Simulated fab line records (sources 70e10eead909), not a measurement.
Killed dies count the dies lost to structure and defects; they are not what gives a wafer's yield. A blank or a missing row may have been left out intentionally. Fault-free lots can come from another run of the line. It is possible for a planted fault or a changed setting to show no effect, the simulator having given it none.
Struck lot and sound lot, side by side ; flow nand_harc ; 28 steps out of a route of 1302
Sound: these wafers, L702.1, L702.4, L702.6. Wafers struck: L718.1, L718.2, L718.6. At the end, the cause is stated.
Per side, at each step with rows, come the tool, then ch with its chambers, and then its first start. Under that, the readings that differ: sound wafers ; struck wafers ; difference of the means ; sigmas: that difference in standard deviations of wafers without a fault.
alike: readings with means less than 2 such deviations apart, plus words and numbers identical on both sides. not compared: withheld readings, readings lacking a value on some wafer, bounds such as >300 that could conceal the same value, and numbers that have no deviation in the record and whose values overlap.
The two part at a step that has a row with sigmas, a row that says differs or no value, or rows on one side only. Numbers that have no deviation but don't overlap get no sigmas and don't part them. A reading that every wafer of one side lacks parts them only if that side has two wafers or more.

NHARC_A_CHANNEL_HOLE_D2_INSPECT_12:
  sound on defect_inspect-01 at day 14 10:06; struck on defect_inspect-01 at day 21 00:02
reading;sound;struck;difference;sigmas
raw_defect_count;7 5 4;57 57 66;+55;+2
then, 1 step without rows for these wafers: NHARC_A_CHANNEL_HOLE_D2_DESCUM_15 (chemistry O2, time 3 s).
NHARC_A_CHANNEL_HOLE_D2_ETCH_38: etches the open film in CF4, target depth 39 nm, time 65 s.
  sound on rie_diel-12 ch 0,1,3, day 14 10:16; struck on rie_diel-12 ch 0,2, day 21 00:11
  alike: cf4_flow_sccm, drypump_motor_current_A, oes_product_au, rf_vpp_V, showerhead_plenum_p_Torr, throttle_valve_pct
  not compared: rf_hours_counter_h
NHARC_A_CHANNEL_HOLE_D2_ETCH_39: etches the open film in N2/H2, target depth 260 nm, time 325 s.
  sound: rie_diel-12 ch 2,3; struck: rie_diel-12 ch 1,2
  alike: drypump_motor_current_A, oes_product_au, rf_vpp_V, showerhead_plenum_p_Torr, throttle_valve_pct
  not compared: rf_hours_counter_h
NHARC_A_CHANNEL_HOLE_D2_ETCH_34: etches the open film in CF4/CHF3, target depth 154 nm, time 77 s.
  sound: rie_diel-12 ch 0,1,3; struck: rie_diel-12 ch 0,1,3
reading;sound;struck;difference;sigmas
oes_product_au (a.u.);0.987 0.995 0.975;0.936 0.929 0.936;-0.052;-2
  alike: cf4_flow_sccm, drypump_motor_current_A, rf_vpp_V, showerhead_plenum_p_Torr, throttle_valve_pct
  not compared: rf_hours_counter_h
NHARC_A_CHANNEL_HOLE_D2_ETCH_16: etches the open film in O2/COS, target depth 3100 nm, time 806 s.
  sound: rie_diel-12 ch 0,1; struck: rie_diel-12 ch 2,3
  alike: drypump_motor_current_A, oes_product_au, rf_vpp_V, showerhead_plenum_p_Torr, throttle_valve_pct
  not compared: rf_hours_counter_h
NHARC_A_CHANNEL_HOLE_D2_CD_MEAS_18:
  sound on cd_sem-02 at day 14 11:16; struck on cd_sem-03 at day 21 01:13
  alike: cd_nm
then, 5 steps without rows for these wafers: NHARC_A_CHANNEL_HOLE_D2_ETCH_19 (etches the open film in C4F8/O2/Ar, time 34.5 s); NHARC_A_CHANNEL_HOLE_D2_ETCH_20 (etches the open film in C4F8/O2/Ar, time 361.9 s, target depth 1600 nm); NHARC_A_CHANNEL_HOLE_D2_ETCH_21 (etches the open film in C4F8/O2/Ar, time 514.3 s, target depth 1600 nm); NHARC_A_CHANNEL_HOLE_D2_ETCH_22 (etches the open film in C4F8/O2/Ar, time 666.7 s, target depth 1600 nm); NHARC_A_CHANNEL_HOLE_D2_ETCH_23 (etches the open film in C4F8/O2/Ar, time 819 s, target depth 1600 nm).
NHARC_A_CHANNEL_HOLE_D2_ETCH_24: etches the open film in C4F8/O2/Ar, time 906.2 s, target depth 1500 nm.
  sound on har_etch-01 ch 0,1, day 14 13:28; struck on har_etch-01 ch 0,1, day 21 03:25
  alike: drypump_motor_current_A, showerhead_plenum_p_Torr, throttle_valve_pct
  not compared: rf_hours_counter_h
then, 7 steps without rows for these wafers: NHARC_A_CHANNEL_HOLE_D2_ETCH_25 (etches the open film in C4F8/O2/Ar, time 1040.2 s, target depth 1500 nm); NHARC_A_CHANNEL_HOLE_D2_ETCH_26 (etches the open film in C4F8/O2/Ar, time 224.1 s, target depth 300 nm); NHARC_A_CHANNEL_HOLE_D2_ETCH_27 (etches the open film in C4F8/O2/Ar, time 90 s, target depth 400 nm); NHARC_A_CHANNEL_HOLE_D2_STRIP_41 (strips in N2/H2); NHARC_A_CHANNEL_HOLE_D2_STRIP_42 (strips in CF4/CHF3); NHARC_A_CHANNEL_HOLE_D2_STRIP_43 (strips in O2/COS); NHARC_A_CHANNEL_HOLE_D2_ETCH_44 (etches the open film in CF4/O2, target depth 140 nm, overetch 14 nm, time 77 s).
NHARC_A_CHANNEL_HOLE_D2_STRIP_28: strips in O2.
  sound: rie_diel-01 ch 0,2; struck: rie_diel-12 ch 1,2,3
  alike: drypump_motor_current_A, oes_product_au, rf_vpp_V, showerhead_plenum_p_Torr, throttle_valve_pct
  not compared: rf_hours_counter_h
then, 2 steps without rows for these wafers: NHARC_A_CHANNEL_HOLE_D2_PRECLEAN_29 (cleans in SC1); NHARC_A_CHANNEL_HOLE_D2_SRD_30.
NHARC_A_CHANNEL_HOLE_D2_CD_MEAS_31:
  sound on cd_sem-03 at day 14 16:52; struck on cd_sem-02 at day 21 06:48
reading;sound;struck;difference;sigmas
cd_nm (nm);90.3 89.8 90.2;92.2 92.6 93.3;+2.6;+2
next, for these wafers, 1 step has no rows: NHARC_A_CHANNEL_HOLE_D2_XSEM_32.
NHARC_A_CHANNEL_HOLE_D2_INSPECT_40:
  sound on defect_inspect-02 at day 14 17:03; struck on defect_inspect-01 at day 21 06:59
reading;sound;struck;difference;sigmas
raw_defect_count;180 236 163;967 932 948;+756;+9
then, 1 step without rows for these wafers: NHARC_A_CHANNEL_FILL_D2_PRECLEAN_00 (cleans in SC1).
-- record jumps: 11 days between struck wafers' starts before vs after; left off in module A_CHANNEL_FILL_D2, resumes in module END, first step shown is number 1302 of the route --
NHARC_END_SORT_01:
  here the record holds rows for the struck wafers (prober-01 ch 0, day 32 06:29) but none for the sound ones

WHERE THEY PART
Earliest at NHARC_A_CHANNEL_HOLE_D2_INSPECT_12; latest, in this record, at NHARC_END_SORT_01.

WHY: what the simulator had put in
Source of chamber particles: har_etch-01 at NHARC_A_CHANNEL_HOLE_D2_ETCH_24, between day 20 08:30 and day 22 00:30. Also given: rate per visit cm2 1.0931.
